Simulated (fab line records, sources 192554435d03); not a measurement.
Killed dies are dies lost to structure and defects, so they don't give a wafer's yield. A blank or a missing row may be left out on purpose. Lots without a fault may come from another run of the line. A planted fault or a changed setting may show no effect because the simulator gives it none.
Chamber matching | flow n5_finfet | N5_BEOL_M5_DESCUM_16 on rie_diel-05: 4 sister chambers
The step chemistry O2, time 7 s. 8 wafers are shown with their chamber, then 9 later ones without.

WAFERS WITH THEIR CHAMBER
wafer  | chamber | drypump_motor_current_A (A) | showerhead_plenum_p_Torr (Torr)
L076.5 | 2       | 6.7                         | 2.08
L078.3 | 1       | 5.7                         | 1.98
L083.4 | 3       | 5.2                         | 2.08
L083.5 | 3       | 5.2                         | 2.08
L080.3 | 2       | 6.7                         | 2.07
L089.2 | 1       | 5.7                         | 1.97
L089.4 | 0       | 6.0                         | 2.13
L089.5 | 0       | 5.9                         | 2.13

WAFERS WITHOUT THEIR CHAMBER
wafer  | drypump_motor_current_A (A) | showerhead_plenum_p_Torr (Torr)
L092.1 | 5.2                         | 2.07
L092.2 | 6.7                         | 2.07
L092.3 | 5.7                         | 1.97
L093.1 | 6.0                         | 2.12
L093.2 | 5.2                         | 2.06
L093.4 | 5.7                         | 1.96
L096.2 | 5.9                         | 2.12
L096.3 | 5.2                         | 2.06
L096.5 | 5.7                         | 1.96

WHICH CHAMBER EACH WENT THROUGH
wafer  | from the rows above | in truth
L092.1 | 3                   | 3
L092.2 | 2                   | 2
L092.3 | 1                   | 1
L093.1 | 0                   | 0
L093.2 | 3                   | 3
L093.4 | 1                   | 1
L096.2 | 0                   | 0
L096.3 | 3                   | 3
L096.5 | 1                   | 1
Placed correctly: 9 of 9. Can't be placed from these rows: 0. Placed wrongly: 0.
How it was worked out, from the rows above alone: a wafer's distance from a chamber is the root of the sum, over the readings, of the square of ((its reading less the chamber's mean) divided by the reading's scatter). The wafer belongs to the nearest chamber; if the next one is less than 2 further off, it can't be placed. A chamber's mean is the mean of its shown wafers. The scatter: the root of (the sum of the squares of (reading less its chamber's mean) over the shown wafers, divided by (wafers less chambers)).
